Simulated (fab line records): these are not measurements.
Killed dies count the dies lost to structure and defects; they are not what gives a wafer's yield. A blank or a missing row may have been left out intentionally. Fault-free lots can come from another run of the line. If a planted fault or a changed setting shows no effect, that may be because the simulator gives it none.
Chamber matching :: flow nand_harc :: NHARC_A_STAIRCASE_ETCHBACK_422 on rie_diel-02 has 4 sister chambers
The step etches the open film in CH3F/O2, target depth 40 nm, time 74.286 s. 4 wafers are shown with their chamber, then 7 later ones without.

## WAFERS WITH THEIR CHAMBER
wafer: L081.2
chamber: 3
showerhead_plenum_p_Torr (Torr): 2.47

wafer: L081.6
chamber: 2
showerhead_plenum_p_Torr (Torr): 2.65

wafer: L093.3
chamber: 0
showerhead_plenum_p_Torr (Torr): 2.30

wafer: L093.4
chamber: 1
showerhead_plenum_p_Torr (Torr): 2.53

## WAFERS WITHOUT THEIR CHAMBER
wafer: L093.6
showerhead_plenum_p_Torr (Torr): 2.45

wafer: L094.1
showerhead_plenum_p_Torr (Torr): 2.30

wafer: L094.2
showerhead_plenum_p_Torr (Torr): 2.63

wafer: L094.4
showerhead_plenum_p_Torr (Torr): 2.45

wafer: L095.2
showerhead_plenum_p_Torr (Torr): 2.30

wafer: L095.3
showerhead_plenum_p_Torr (Torr): 2.53

wafer: L095.6
showerhead_plenum_p_Torr (Torr): 2.63

## WHICH CHAMBER EACH ONE RAN IN
wafer: L093.6
from the rows above: 3
in truth: 3

wafer: L094.1
from the rows above: 0
in truth: 0

wafer: L094.2
from the rows above: 2
in truth: 2

wafer: L094.4
from the rows above: 3
in truth: 3

wafer: L095.2
from the rows above: 0
in truth: 0

wafer: L095.3
from the rows above: 1
in truth: 1

wafer: L095.6
from the rows above: 2
in truth: 2
Correct placement for 7 of the 7. Left unplaced by these rows: 0. Placed wrongly: 0.
How it was worked out, from the rows above alone: a wafer's distance from a chamber is the root of the sum, over the readings, of the square of ((its reading less the chamber's mean) divided by the reading's scatter). If the next closest chamber is less than 2 further off than the closest, the wafer can't be placed; otherwise it belongs to the closest. Each chamber's mean is taken over the wafers shown for it. The scatter: with one shown wafer a chamber, the root of the mean of the squares of how far each hidden wafer lies from its nearest shown one.
